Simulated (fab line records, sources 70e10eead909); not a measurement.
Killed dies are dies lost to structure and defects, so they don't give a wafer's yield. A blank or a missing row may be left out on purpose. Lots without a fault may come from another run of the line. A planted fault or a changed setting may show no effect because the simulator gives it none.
fab line records | flow nand_harc
record lots=13 wafers=38 last_day=32
route steps=1302 shown A_BONDPAD@1218 THIN_TSV@1268 END@1302
lots that met no fault: from a run of the same line without faults
start_h: hours from the record's first day to the start of the lot's first wafer shown | wait_h: hours since the lot's step before | " the same as in the row above | L1.1+2: a row that stands for several wafers | - no value, or no start given | * or withheld: withheld | < > ~ a bound
route shown NAME@n: a module of which the file shows steps, and the number in the route of the first | usual: mean/standard deviation of fault-free wafers | same: alike in all rows | chamber/n: place in a boat | sites: the reading at each site | _std_site: their standard deviation | _edge_site: outer sites' mean less inner sites' | radius_mm: how far each site lies from the wafer's centre | mask NAME#n: copy n | behind: the tool/chamber that last shaped the wafer | hold: why the lot was held/for how many hours/how that ended | device: the transistor (n, p or np) that didn't switch | end of line: the same wafers' tests at the end of the route | a step without rows: its recipe alone | killed: dies lost to structure and defects at the first sort, not the wafer's yield | map: a wafer's dies, x killed, . not, _ none there
set.NAME: the setting as run; set.NAME@STEP: as run at that earlier step | model.NAME: the simulator's own value behind a step, which no gauge read
steps of the route over a sample of lots; a table a step, a row a wafer
services: from which hour (start_h, from the record's first day; less than 0 if before it) a tool's chamber was out of use, for how many hours, and why
## steps
# step NHARC_A_BONDPAD_DESCUM_11
# recipe time_s=3 o2_flow_sccm=200 ar_flow_sccm=0 bias_power_w=0 chemistry=O2
# usual drypump_motor_current_A=5.7/0.4 oes_product_au=1.002/0.011 rf_vpp_V=57.9/1 showerhead_plenum_p_Torr=1.94/0.093 throttle_valve_pct=11.311/0.0091
# columns lot.wafer tool chamber start_h wait_h drypump_motor_current_A oes_product_au rf_hours_counter_h rf_vpp_V showerhead_plenum_p_Torr throttle_valve_pct
L948.3 rie_diel-08 3 529.37 - 5.9 0.984 4 59.0 2.04 11.305
L948.1 " 0 " " 5.3 1.005 5 56.9 1.88 11.313
L948.2 " 2 " " 6.1 0.979 5 58.0 2.07 11.320
L949.2 rie_diel-07 2 554.25 - 5.7 1.000 26 56.3 1.77 11.308
L949.6 " 1 " " 5.8 1.000 - 57.6 2.04 11.309
L949.5 " 2 " " 5.7 1.009 - 57.9 1.77 11.317
L951.4 rie_diel-06 0 567.55 - 6.4 1.013 10 57.3 2.00 11.305
L951.3 " 1 " " 5.0 0.986 10 58.3 1.87 11.299
L951.6 " 3 " " 5.3 1.010 - 58.4 1.92 11.308
L955.2 rie_diel-08 2 603.28 - 6.1 0.984 1 60.1 2.06 11.311
L955.1 " 3 " " 5.8 0.990 2 58.5 2.03 11.309
L955.6 " 1 " " 5.6 1.016 - 56.2 1.80 11.308
L954.2 rie_diel-08 1 603.66 - 5.5 1.014 1 56.3 1.80 11.307
L954.1 " 0 " " 5.3 1.004 2 57.6 1.88 11.305
L954.5 " 1 " " 5.6 1.011 - 56.9 1.80 11.307
L957.4 rie_diel-08 0 655.72 - 5.3 1.003 3 57.7 1.88 11.316
L957.5 " 0 " " 5.3 1.012 - 57.0 1.88 11.311
L957.6 " 1 " " 5.5 1.021 - 57.2 1.80 11.307
L959.3 rie_diel-08 1 658.39 - 5.5 1.020 2 56.5 1.80 11.320
L959.1 " 2 " " 6.1 0.999 3 59.8 2.06 11.309
L959.6 " 0 " " 5.3 1.011 - 57.8 1.88 11.297
L958.1 rie_diel-08 2 661.16 - 6.1 0.990 3 59.3 2.06 11.304
L958.4 " 3 " " 5.9 1.008 3 56.6 2.03 11.328
L958.6 " 1 " " 5.5 1.009 - 57.2 1.80 11.315
L960.4 rie_diel-08 3 662.75 - 5.9 1.013 3 58.2 2.03 11.288
L960.2 " 0 " " 5.3 1.006 3 57.8 1.88 11.288
L960.5 " 2 " " 6.1 1.007 - 57.6 2.06 11.312
L961.3 rie_diel-06 2 675.33 - 6.3 1.006 0 58.6 1.96 11.315
L961.4 " 0 " " 6.4 1.002 0 58.3 1.99 11.317
L961.5 " 1 " " 5.1 0.989 - 56.9 1.86 11.318
L966.1 rie_diel-08 1 737.95 - 5.5 0.993 0 57.7 1.80 11.315
L966.5 " 0 " " 5.3 0.990 - 59.8 1.88 11.310
L968.3 rie_diel-08 3 741.04 - 5.9 0.981 0 58.7 2.03 11.299
L968.2 " 0 " " 5.3 0.991 0 55.7 1.88 11.310
L968.6 " 1 " " 5.6 0.995 - 56.6 1.80 11.317
L970.4 rie_diel-07 3 742.32 - 6.1 1.002 33 58.5 1.94 11.312
L970.3 " 0 " " 5.9 1.000 30 58.6 1.95 11.319
L970.6 " 3 " " 6.1 0.996 - 58.1 1.94 11.324
# step NHARC_A_BONDPAD_CD_MEAS_13
# usual cd_nm=500.3/1.9
# columns lot.wafer tool chamber start_h wait_h cd_nm
L948.1 cd_sem-01 - 529.69 - 499.3
L948.2 " - " " 500.8
L948.3 " - " " 500.1
L949.2 cd_sem-03 - 554.56 - 499.2
L949.5 " - " " 499.2
L949.6 " - " " 499.5
L951.3 cd_sem-03 - 567.86 - 499.9
L951.4 " - " " 500.3
L951.6 " - " " 501.7
L955.1 cd_sem-02 - 603.58 - 501.5
L955.2 " - " " 500.6
L955.6 " - " " 500.2
L954.1 cd_sem-03 - 604.03 - 501.3
L954.2 " - " " 502.7
L954.5 " - " " 500.3
L957.4 cd_sem-01 - 656.05 - 497.2
L957.5 " - " " 499.9
L957.6 " - " " 498.7
L959.1 cd_sem-01 - 658.69 - 500.5
L959.3 " - " " 503.8
L959.6 " - " " 500.3
L958.1 cd_sem-03 - 661.45 - 502.5
L958.4 " - " " 502.7
L958.6 " - " " 500.4
L960.2 cd_sem-03 - 663.05 - 501.6
L960.4 " - " " 499.6
L960.5 " - " " 500.2
L961.3 cd_sem-03 - 675.65 - 500.5
L961.4 " - " " 501.9
L961.5 " - " " 499.0
L966.1 cd_sem-03 - 738.25 - 501.8
L966.5 " - " " 502.2
L968.2 cd_sem-01 - 741.34 - 500.8
L968.3 " - " " 499.1
L968.6 " - " " 500.1
L970.3 cd_sem-03 - 742.64 - 501.5
L970.4 " - " " 499.2
L970.6 " - " " 499.3
# step NHARC_A_BONDPAD_INSPECT_23
# usual raw_defect_count=550/130
# columns lot.wafer tool chamber start_h wait_h raw_defect_count
L948.1 defect_inspect-02 - 531.92 0.0 538
L948.2 " - " " 578
L948.3 " - " " 504
L949.2 defect_inspect-01 - 556.78 0.0 968
L949.5 " - " " 760
L949.6 " - " " 883
L951.3 defect_inspect-01 - 570.10 0.0 511
L951.4 " - " " 414
L951.6 " - " " 596
L955.1 defect_inspect-01 - 605.85 0.0 502
L955.2 " - " " 719
L955.6 " - " " 618
L954.1 defect_inspect-01 - 606.35 0.0 571
L954.2 " - " " 474
L954.5 " - " " 452
L957.4 defect_inspect-01 - 658.27 0.0 475
L957.5 " - " " 438
L957.6 " - " " 685
L959.1 defect_inspect-01 - 660.95 0.0 448
L959.3 " - " " 664
L959.6 " - " " 625
L958.1 defect_inspect-01 - 665.83 0.0 613
L958.4 " - " " 551
L958.6 " - " " 437
L960.2 defect_inspect-01 - 667.44 0.0 485
L960.4 " - " " 636
L960.5 " - " " 435
L961.3 defect_inspect-01 - 678.33 0.0 418
L961.4 " - " " 524
L961.5 " - " " 480
L966.1 defect_inspect-01 - 740.49 0.0 508
L966.5 " - " " 570
L968.2 defect_inspect-02 - 743.61 0.0 481
L968.3 " - " " 448
L968.6 " - " " 594
L970.3 defect_inspect-01 - 744.89 0.0 639
L970.4 " - " " 517
L970.6 " - " " 1276
# step NHARC_THIN_TSV_ETCHBACK_48
# recipe target_depth_a=10285 over_etch_frac=0.3 time_s=405.17 ion_energy_ev=250 c4f8_flow_sccm=withheld ar_flow_sccm=withheld rf_w=600 bias_w=300 chemistry=C4F8/Ar
# usual bias_w=299.9/0.92 oes_product_au=0.939/0.024 over_etch_frac=0.3/0 rf_vpp_V=548/3.6
# columns lot.wafer tool chamber start_h wait_h bias_w oes_product_au over_etch_frac rf_hours_counter_h rf_vpp_V
L948.1 rie_diel-09 2 546.34 - 301.0 0.922 0.3 2.4 551
L948.3 " 3 " " 299.3 0.935 0.3 3.1 551
L948.2 " 0 " " 300.5 0.994 0.3 1.9 549
L949.2 rie_diel-09 2 571.92 - 300.7 1.023 0.3 3.2 551
L949.6 " 2 " " 301.1 1.006 0.3 - 552
L949.5 " 3 " " 299.3 1.019 0.3 - 552
L951.3 rie_diel-13 1 584.69 - 301.0 0.947 0.3 2.9 550
L951.6 " 2 " " 300.9 0.952 0.3 - 549
L951.4 " 0 " " 301.2 0.946 0.3 - 542
L954.1 rie_diel-12 1 621.23 - 300.2 0.925 0.3 10.7 552
L954.2 " 2 " " 299.5 0.948 0.3 8.3 542
L954.5 " 1 " " 298.6 0.920 0.3 - 554
L955.1 rie_diel-13 2 622.42 - 300.3 0.936 0.3 5.3 548
L955.2 " 3 " " 301.3 0.932 0.3 5.2 547
L955.6 " 2 " " 299.9 0.933 0.3 - 550
L957.4 rie_diel-13 2 672.79 - 299.4 0.931 0.3 9.4 549
L957.5 " 3 " " 300.3 0.931 0.3 - 547
L957.6 " 0 " " 298.9 0.928 0.3 - 542
L959.1 rie_diel-13 2 675.85 - 299.2 0.926 0.3 9.5 548
L959.3 " 3 " " 300.6 0.938 0.3 9.2 546
L959.6 " 1 " " 298.6 0.927 0.3 - 549
L958.4 rie_diel-13 1 680.36 - 298.2 0.929 0.3 10.4 547
L958.1 " 2 " " 299.3 0.928 0.3 10.2 549
L958.6 " 0 " " 299.0 0.921 0.3 - 540
L960.2 rie_diel-13 3 681.63 - 300.1 0.964 0.3 9.7 545
L960.4 " 0 " " 299.7 0.942 0.3 10.7 543
L960.5 " 2 " " 301.5 0.961 0.3 - 548
L961.4 rie_diel-12 2 693.62 - 300.9 0.939 0.3 2.6 541
L961.3 " 3 " " 300.7 0.927 0.3 2.6 550
L961.5 " 2 " " 300.0 0.946 0.3 - 543
L966.1 rie_diel-12 3 757.99 - 299.5 0.922 0.3 5.0 551
L966.5 " 3 " " 298.5 0.924 0.18658 - 551
L968.2 rie_diel-12 0 759.22 - 300.0 0.939 0.3 5.0 543
L968.3 " 1 " " 301.0 0.943 0.3 4.7 551
L968.6 " 3 " " 299.3 0.925 0.18658 - 551
L970.3 rie_diel-13 3 760.39 - 299.1 0.926 0.3 4.2 547
L970.4 " 1 " " 299.1 0.918 0.3 3.1 549
L970.6 " 2 " " 299.6 0.939 0.3 - 550
# step NHARC_END_SORT_01
# recipe temp_c=25
# usual defect_limited_yield=90/3.1 killed_at_array=62/20 killed_at_other=0.8/1.1 killed_at_periphery=3.5/2.4 killed_dies=66/21 killed_open=3.5/1.9 killed_short=2.5/1.7
# same gross_dies=677
# columns lot.wafer tool chamber start_h wait_h defect_limited_yield[%] killed_at_array killed_at_other killed_at_periphery killed_dies killed_open killed_short
L960.2 prober-01 0 696.09 2.8 92 50 0 3 53 2 0
L960.4 prober-01 0 697.70 3.4 92 50 0 3 53 2 1
L960.5 prober-01 0 698.51 3.7 93 39 0 6 45 4 1
# killed by level:class
L960.2 A_CHANNEL_HOLE_D2:chamber_film_flake=26 A_CHANNEL_HOLE_D1:chamber_film_flake=10 A_WL_FILL:chamber_film_flake=3 A_CONTACT:chamber_film_flake=3 P_STI:chamber_film_flake=2 A_CHANNEL_FILL_D2:geometric_particle:open=1 A_CONTACT:geometric_particle:open=1 P_BONDPAD:chamber_film_flake=1
L960.4 A_CHANNEL_HOLE_D2:chamber_film_flake=22 A_CHANNEL_HOLE_D1:chamber_film_flake=13 A_DECK1_JOINT:chamber_film_flake=5 A_CONTACT:chamber_film_flake=4 P_STI:chamber_film_flake=3 A_CHANNEL_FILL_D1:geometric_particle:short=1 A_DECK1_JOINT:geometric_particle:open=1 A_BLC:geometric_particle:open=1
L960.5 A_CHANNEL_HOLE_D2:chamber_film_flake=22 A_CHANNEL_HOLE_D1:chamber_film_flake=6 P_BONDPAD:chamber_film_flake=4 A_SLIT:chamber_film_flake=2 A_ONON_D1:geometric_particle:short=1 A_CHANNEL_FILL_D1:geometric_particle:open=1 A_ONON_D2:geometric_particle:open=1 A_CHANNEL_FILL_D2:geometric_particle:open=1
## services
# columns tool chamber start_h hours kind
rie_diel-09 0 512.21 14.9 repair
rie_diel-08 1 516.65 3.9 repair
rie_diel-13 - 519.06 9.0 pm
rie_diel-08 - 544.80 9.0 pm
rie_diel-12 2 546.05 4.6 repair
rie_diel-07 2 560.00 1.7 repair
rie_diel-12 - 566.82 0.9 repair
rie_diel-13 3 578.80 7.1 repair
rie_diel-08 1 582.08 7.9 repair
rie_diel-08 - 590.59 0.5 repair
rie_diel-07 2 611.94 6.7 repair
rie_diel-12 3 614.54 14.1 repair
rie_diel-07 1 616.51 2.3 repair
rie_diel-12 - 622.41 9.0 pm
rie_diel-06 2 630.23 8.0 repair
rie_diel-07 - 648.32 9.0 pm
rie_diel-12 1 648.93 7.2 repair
rie_diel-06 - 661.35 9.0 pm
rie_diel-09 - 674.18 9.0 pm
rie_diel-07 1 685.52 6.9 repair
rie_diel-13 - 696.06 9.0 pm
rie_diel-08 - 721.80 9.0 pm
rie_diel-13 - 742.04 1.7 repair
rie_diel-12 1 753.54 2.9 repair
## key
first_sign step=NHARC_THIN_TSV_ETCHBACK_48 reading=over_etch_frac direction=down sigmas=99+ usual=0.3 struck=0.18658
effect none on later readings
met_at NHARC_THIN_TSV_ETCHBACK_48
struck_lots L966,L968
struck_wafers L966.5,L968.6
sort_left_out L966.5
not_acting_at NHARC_A_BONDPAD_DESCUM_11,NHARC_A_BONDPAD_CD_MEAS_13,NHARC_A_BONDPAD_INSPECT_23
onset_between 693.62 757.99
fault kind=process_parameter_drift tool=rie_diel-12 chamber=- onset_h=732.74 steps=NHARC_THIN_TSV_ETCHBACK_48 channel=over_etch_frac offset=-0.11342 shape=step end_h=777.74 scope=struck_wafers_only acts_in=these_recipes_only stated=0.3
# sort_left_out: the simulated sort isn't trusted on such a fault, so these wafers' sort isn't shown, and their yield isn't known
